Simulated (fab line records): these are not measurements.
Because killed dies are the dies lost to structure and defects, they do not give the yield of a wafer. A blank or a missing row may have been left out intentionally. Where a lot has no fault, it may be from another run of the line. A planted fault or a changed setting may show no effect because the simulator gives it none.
Which tool did it? :: flow nand-harc :: Sampling: 13 lots, 39 wafers, 5 of 1302 route steps

== WHAT EACH GAUGE READ, for each wafer ==
NHARC_A_ONON_D2_THK_MEAS_21: measures by ellipsometry.
lot: L523
measured: day 13 19:45
on: film-metro-01
thk-nm (nm): 1003 1004 1004

lot: L524
measured: day 14 01:58
on: film-metro-02
thk-nm (nm): 1008 1008 1007

lot: L525
measured: day 14 13:28
on: film-metro-01
thk-nm (nm): 990 992 992

lot: L527
measured: day 15 15:34
on: film-metro-02
thk-nm (nm): 1009 1010 1010

lot: L526
measured: day 15 15:34
on: film-metro-01
thk-nm (nm): 994 993 992

lot: L528
measured: day 16 03:00
on: film-metro-01
thk-nm (nm): 987 985 986

lot: L531
measured: day 17 09:13
on: film-metro-02
thk-nm (nm): 1004 1003 1004

lot: L532
measured: day 17 09:14
on: film-metro-01
thk-nm (nm): 1004 1003 1003

lot: L533
measured: day 17 23:00
on: film-metro-02
thk-nm (nm): 1014 1011 1012

lot: L535
measured: day 19 02:01
on: film-metro-01
thk-nm (nm): 1586 1011 1013

lot: L536
measured: day 19 02:00
on: film-metro-02
thk-nm (nm): 988 989 990

lot: L543
measured: day 21 21:52
on: film-metro-02
thk-nm (nm): 1005 1004 1004

lot: L544
measured: day 22 05:23
on: film-metro-01
thk-nm (nm): 989 990 990

NHARC_A_CHANNEL_HOLE_D2_CD_MEAS_10 targets a cd of 100 nm.
lot: L523
measured: day 14 00:45
on: cd-sem-03
cd-nm (nm): 99.4 98.9 99.9

lot: L524
measured: day 14 06:56
on: cd-sem-02
cd-nm (nm): 100.2 99.9 100.3

lot: L525
measured: day 14 18:33
on: cd-sem-02
cd-nm (nm): 99.3 99.7 98.9

lot: L527
measured: day 15 21:23
on: cd-sem-03
cd-nm (nm): 99.5 100.2 99.9

lot: L526
measured: day 15 20:24
on: cd-sem-03
cd-nm (nm): 99.9 99.6 99.5

lot: L528
measured: day 16 07:51
on: cd-sem-02
cd-nm (nm): 99.4 98.6 98.8

lot: L531
measured: day 17 15:32
on: cd-sem-01
cd-nm (nm): 99.8 99.7 100.0

lot: L532
measured: day 17 16:29
on: cd-sem-01
cd-nm (nm): 99.3 99.9 99.6

lot: L533
measured: day 18 03:50
on: cd-sem-01
cd-nm (nm): 99.2 99.0 99.3

lot: L535
measured: day 19 08:34
on: cd-sem-01
cd-nm (nm): 100.7 100.2

lot: L536
measured: day 19 06:59
on: cd-sem-02
cd-nm (nm): 99.6 99.8 100.0

lot: L543
measured: day 22 06:30
on: cd-sem-02
cd-nm (nm): 100.5 99.8 100.0

lot: L544
measured: day 22 11:32
on: cd-sem-02
cd-nm (nm): 100.4 100.6 100.1

NHARC_END_SORT_01.
lot: L535
measured: day 30 09:39
on: prober-02
killed-at-array: 676 42 52
killed-at-other: 0 0 1
killed-at-periphery: 1 7 6
killed-dies: 677 49 59
killed-open: 3 6 2
killed-short: 2 3 2

== WHAT TOOL EACH LOT RAN ON (gives the tool, then ch and the chambers of the sampled wafers, and finally the start) ==
lot: L523
NHARC_A_CHANNEL_HOLE_D1_XSEM_31: xsem-01 ch 0, day 9 15:04
NHARC_A_ONON_D2_DEP_19: pecvd-onon-02 ch 0, day 13 19:14

lot: L524
NHARC_A_CHANNEL_HOLE_D1_XSEM_31: xsem-02 ch 0, day 10 01:28
NHARC_A_ONON_D2_DEP_19: pecvd-onon-02 ch 0, day 14 01:26

lot: L525
NHARC_A_CHANNEL_HOLE_D1_XSEM_31: xsem-01 ch 0, day 10 10:01
NHARC_A_ONON_D2_DEP_19: pecvd-onon-04 ch 0, day 14 13:05

lot: L527
NHARC_A_CHANNEL_HOLE_D1_XSEM_31: xsem-01 ch 0, day 11 09:47
NHARC_A_ONON_D2_DEP_19: pecvd-onon-02 ch 0, day 15 15:04

lot: L526
NHARC_A_CHANNEL_HOLE_D1_XSEM_31: xsem-02 ch 0, day 11 11:22
NHARC_A_ONON_D2_DEP_19: pecvd-onon-04 ch 0, day 15 15:10

lot: L528
NHARC_A_CHANNEL_HOLE_D1_XSEM_31: xsem-01 ch 0, day 11 14:07
NHARC_A_ONON_D2_DEP_19: pecvd-onon-02 ch 0, day 16 02:34

lot: L531
NHARC_A_CHANNEL_HOLE_D1_XSEM_31: xsem-02 ch 0, day 13 07:22
NHARC_A_ONON_D2_DEP_19: pecvd-onon-02 ch 0, day 17 08:43

lot: L532
NHARC_A_CHANNEL_HOLE_D1_XSEM_31: xsem-01 ch 0, day 13 07:54
NHARC_A_ONON_D2_DEP_19: pecvd-onon-04 ch 0, day 17 08:43

lot: L533
NHARC_A_CHANNEL_HOLE_D1_XSEM_31: xsem-01 ch 0, day 13 14:40
NHARC_A_ONON_D2_DEP_19: pecvd-onon-01 ch 0, day 17 22:33

lot: L535
NHARC_A_CHANNEL_HOLE_D1_XSEM_31: xsem-01 ch 0, day 15 03:03
NHARC_A_ONON_D2_DEP_19: pecvd-onon-04 ch 0, day 19 01:31

lot: L536
NHARC_A_CHANNEL_HOLE_D1_XSEM_31: xsem-01 ch 0, day 15 07:45
NHARC_A_ONON_D2_DEP_19: pecvd-onon-02 ch 0, day 19 01:34

lot: L543
NHARC_A_CHANNEL_HOLE_D1_XSEM_31: xsem-01 ch 0, day 17 22:26
NHARC_A_ONON_D2_DEP_19: pecvd-onon-01 ch 0, day 21 21:21

lot: L544
NHARC_A_CHANNEL_HOLE_D1_XSEM_31: xsem-02 ch 0, day 18 06:09
NHARC_A_ONON_D2_DEP_19: pecvd-onon-02 ch 0, day 22 04:52
- NHARC_A_CHANNEL_HOLE_D1_XSEM_31
- NHARC_A_ONON_D2_DEP_19: target thk 1000 nm.

== AS READ BY THE TOOLS THEMSELVES (means over the sampled wafers that have a number; for cases with no such wafer, the mark the record gives instead) ==
NHARC_A_CHANNEL_HOLE_D1_XSEM_31.
lot: L523
tool: xsem-01
bot-cd-nm (nm): 74.1
bow-nm (nm): 8.54
tilt-deg (degrees): 0.05

lot: L524
tool: xsem-02
bot-cd-nm (nm): 74.3
bow-nm (nm): 8.25
tilt-deg (degrees): -0.01

lot: L525
tool: xsem-01
bot-cd-nm (nm): 74.5
bow-nm (nm): 8.70
tilt-deg (degrees): 0.02

lot: L527
tool: xsem-01
bot-cd-nm (nm): 74.8
bow-nm (nm): 8.13
tilt-deg (degrees): 0.06

lot: L526
tool: xsem-02
bot-cd-nm (nm): 74.1
bow-nm (nm): 9.14
tilt-deg (degrees): 0.07

lot: L528
tool: xsem-01
bot-cd-nm (nm): 73.6
bow-nm (nm): 8.50
tilt-deg (degrees): 0.14

lot: L531
tool: xsem-02
bot-cd-nm (nm): 71.5
bow-nm (nm): 8.78
tilt-deg (degrees): 0.10

lot: L532
tool: xsem-01
bot-cd-nm (nm): 75.2
bow-nm (nm): 8.44
tilt-deg (degrees): 0.10

lot: L533
tool: xsem-01
bot-cd-nm (nm): 74.2
bow-nm (nm): 8.66
tilt-deg (degrees): 0.06

lot: L535
tool: xsem-01
bot-cd-nm (nm): 74.7
bow-nm (nm): 8.52
tilt-deg (degrees): 0.08

lot: L536
tool: xsem-01
bot-cd-nm (nm): 74.1
bow-nm (nm): 9.15
tilt-deg (degrees): 0.11

lot: L543
tool: xsem-01
bot-cd-nm (nm): 73.8
bow-nm (nm): 8.27
tilt-deg (degrees): 0.11

lot: L544
tool: xsem-02
bot-cd-nm (nm): 76.0
bow-nm (nm): 8.75
tilt-deg (degrees): 0.10

NHARC_A_ONON_D2_DEP_19.
lot: L523
tool: pecvd-onon-02
nh3-flow-sccm (sccm): 500.0

lot: L524
tool: pecvd-onon-02
nh3-flow-sccm (sccm): 499.4

lot: L525
tool: pecvd-onon-04
nh3-flow-sccm (sccm): 499.9

lot: L527
tool: pecvd-onon-02
nh3-flow-sccm (sccm): 499.0

lot: L526
tool: pecvd-onon-04
nh3-flow-sccm (sccm): 498.9

lot: L528
tool: pecvd-onon-02
nh3-flow-sccm (sccm): 500.1

lot: L531
tool: pecvd-onon-02
nh3-flow-sccm (sccm): 499.7

lot: L532
tool: pecvd-onon-04
nh3-flow-sccm (sccm): 501.1

lot: L533
tool: pecvd-onon-01
nh3-flow-sccm (sccm): 499.7

lot: L535
tool: pecvd-onon-04
nh3-flow-sccm (sccm): 497.7

lot: L536
tool: pecvd-onon-02
nh3-flow-sccm (sccm): 499.4

lot: L543
tool: pecvd-onon-01
nh3-flow-sccm (sccm): 499.1

lot: L544
tool: pecvd-onon-02
nh3-flow-sccm (sccm): 500.4

== THE ANSWER, worked out from the rows above alone ==
Rule: what is usual is taken from the lots themselves. Put in order of their means at a reading, lots are off if they are a third of the lots or fewer, leave a main group of 4 or more, and stand apart from it by a gap of 3 or more times the standard deviation of the main group's means; of several such gaps the widest counts. If all means in a main group match to the digits the tables above print for the reading, that group is not used. A lot without any number at a reading at which 4 lots or more have one is off too. The other lots that the step has rows for count as sound. Order of review: gauges by route order, followed by the tools' own readings, for which a lot's mean as printed above is used. At the first step where some lot is off, the reading lying furthest off is the one used; lots without a number count as furthest.
Off, at NHARC_A_ONON_D2_THK_MEAS_21 on thk-nm: L535. The main group has a mean of 999 nm with a standard deviation of 8.7.
A tool fits if, at a process step before that reading, it ran every lot that is off, and no sound lot after the first of them. Those tools and the gauges at NHARC_A_ONON_D2_THK_MEAS_21 are tried in the same way. One fits: NHARC_A_ONON_D2_DEP_19 on pecvd-onon-04. Its last sound lot is L532 (day 17 08:43), its first lot that is off L535 (day 19 01:31): a fault that began between those two fits.

== WHAT THE SIMULATOR HAD PUT IN ==
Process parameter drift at NHARC_A_ONON_D2_DEP_19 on pecvd-onon-04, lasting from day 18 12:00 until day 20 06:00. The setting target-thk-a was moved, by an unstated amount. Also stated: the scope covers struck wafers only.
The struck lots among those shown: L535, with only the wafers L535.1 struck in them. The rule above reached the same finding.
